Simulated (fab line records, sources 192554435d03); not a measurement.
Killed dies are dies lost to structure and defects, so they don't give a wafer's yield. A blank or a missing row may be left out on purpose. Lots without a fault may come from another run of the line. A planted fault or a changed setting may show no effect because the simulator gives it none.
Chamber matching | flow n5_finfet | N5_DUMMY_GATE_ETCH_31 on rie_diel-05: 4 sister chambers
The step etches SiO2 in C4F6/O2, target depth 82.5 nm, time 27.5 s. 8 wafers are shown with their chamber, then 7 later ones without.

WAFERS WITH THEIR CHAMBER
wafer  | chamber | drypump_motor_current_A (A) | showerhead_plenum_p_Torr (Torr)
L239.1 | 2       | 5.3                         | 2.80
L240.5 | 2       | 5.3                         | 2.80
L243.4 | 3       | 5.8                         | 2.97
L246.1 | 3       | 5.8                         | 2.97
L246.4 | 1       | 6.0                         | 2.85
L246.5 | 0       | 5.0                         | 2.97
L250.3 | 0       | 5.1                         | 2.96
L250.4 | 1       | 6.0                         | 2.85

WAFERS WITHOUT THEIR CHAMBER
wafer  | drypump_motor_current_A (A) | showerhead_plenum_p_Torr (Torr)
L250.5 | 5.1                         | 2.96
L255.1 | 5.8                         | 2.96
L255.5 | 6.0                         | 2.84
L255.6 | 5.8                         | 2.96
L261.2 | 5.0                         | 2.96
L261.4 | 5.3                         | 2.79
L261.6 | 5.3                         | 2.79

WHICH CHAMBER EACH WENT THROUGH
wafer  | from the rows above | in truth
L250.5 | 0                   | 0
L255.1 | 3                   | 3
L255.5 | 1                   | 1
L255.6 | 3                   | 3
L261.2 | 0                   | 0
L261.4 | 2                   | 2
L261.6 | 2                   | 2
Placed correctly: 7 of 7. Can't be placed from these rows: 0. Placed wrongly: 0.
How it was worked out, from the rows above alone: a wafer's distance from a chamber is the root of the sum, over the readings, of the square of ((its reading less the chamber's mean) divided by the reading's scatter). The wafer belongs to the nearest chamber; if the next one is less than 2 further off, it can't be placed. A chamber's mean is the mean of its shown wafers. The scatter: the root of (the sum of the squares of (reading less its chamber's mean) over the shown wafers, divided by (wafers less chambers)).
